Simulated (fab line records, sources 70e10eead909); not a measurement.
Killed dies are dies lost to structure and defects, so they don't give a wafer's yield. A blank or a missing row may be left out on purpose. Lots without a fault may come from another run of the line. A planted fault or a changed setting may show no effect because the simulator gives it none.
Tool commonality check | flow nand_harc | 2 lots, 6 wafers sampled

WHY IT WAS OPENED
At NHARC_END_SORT_01 the reading killed_at_array is flagged on 2 of 2 lots. Wafers without a fault read 28, standard deviation 10.
Rule: a lot is flagged when every wafer of it that has a number lies more than 4 standard deviations from that mean, or none has a number. The other lots count as sound.

lot  | measured     | on        | killed_at_array, wafer by wafer | flag
L968 | day 24 22:44 | prober-02 | 674 671 673                     | FLAGGED
L970 | day 25 00:58 | prober-01 | 670 676 672                     | FLAGGED
The numbers of the flagged lots are 673 on average: +645 against the usual, or +64 standard deviations.

WHICH TOOL RAN EACH LOT
The record holds 4 process steps before the reading, out of a route of 1159 steps. In each cell: the tool, then ch and the chambers that the sampled wafers went through, then the start.
lot  | flag    | NHARC_A_STAIRCASE_TRIM_226                  | NHARC_A_STAIRCASE_ETCH_227                    | NHARC_A_STAIRCASE_DEP_259       | NHARC_A_STAIRCASE_DESCUM_291
L968 | FLAGGED | rie_diel-02 ch 1,2, day 16 18:39 or earlier | rie_diel-02 ch 0,1, day 16 18:39 or earlier   | pecvd-01 ch 0,1, day 16 18:39   | rie_diel-10 ch 0,1,2, day 16 19:35
L970 | FLAGGED | rie_diel-10 ch 0,3, day 17 06:28            | rie_diel-10 ch 0,2,3, day 17 12:35 or earlier | pecvd-04 ch 0,1,2, day 17 12:35 | rie_diel-02 ch 1,2,3, day 17 13:35
What these steps do:
- NHARC_A_STAIRCASE_TRIM_226: chemistry O2, time 211.2 s.
- NHARC_A_STAIRCASE_ETCH_227: etches the open film in C4F8/O2, target depth 100 nm, time 40.5 s.
- NHARC_A_STAIRCASE_DEP_259: deposits SiON, target thk 30 nm.
- NHARC_A_STAIRCASE_DESCUM_291: chemistry O2, time 3 s.
- NHARC_END_SORT_01

FLAGGED OVER TOTAL, TOOL BY TOOL (the gauges that took the reading come last)
step                         | tool        | lots run | flagged | share of the flagged lots | sound lots run after its first flagged lot
NHARC_A_STAIRCASE_TRIM_226   | rie_diel-02 | 1        | 1       | some                      | 0
NHARC_A_STAIRCASE_TRIM_226   | rie_diel-10 | 1        | 1       | some                      | 0
NHARC_A_STAIRCASE_ETCH_227   | rie_diel-02 | 1        | 1       | some                      | 0
NHARC_A_STAIRCASE_ETCH_227   | rie_diel-10 | 1        | 1       | some                      | 0
NHARC_A_STAIRCASE_DEP_259    | pecvd-01    | 1        | 1       | some                      | 0
NHARC_A_STAIRCASE_DEP_259    | pecvd-04    | 1        | 1       | some                      | 0
NHARC_A_STAIRCASE_DESCUM_291 | rie_diel-02 | 1        | 1       | some                      | 0
NHARC_A_STAIRCASE_DESCUM_291 | rie_diel-10 | 1        | 1       | some                      | 0
NHARC_END_SORT_01            | prober-01   | 1        | 1       | some                      | 0
NHARC_END_SORT_01            | prober-02   | 1        | 1       | some                      | 0
NHARC_A_STAIRCASE_TRIM_226 gives no start for some lots, so the hours and the order of its lots are those of NHARC_A_STAIRCASE_DEP_259. NHARC_A_STAIRCASE_ETCH_227 gives no start for some lots, so the hours and the order of its lots are those of NHARC_A_STAIRCASE_DEP_259.

WHAT THE TABLE ALLOWS
No row of the table ran every flagged lot.

WHAT THE SIMULATOR HAD PUT IN
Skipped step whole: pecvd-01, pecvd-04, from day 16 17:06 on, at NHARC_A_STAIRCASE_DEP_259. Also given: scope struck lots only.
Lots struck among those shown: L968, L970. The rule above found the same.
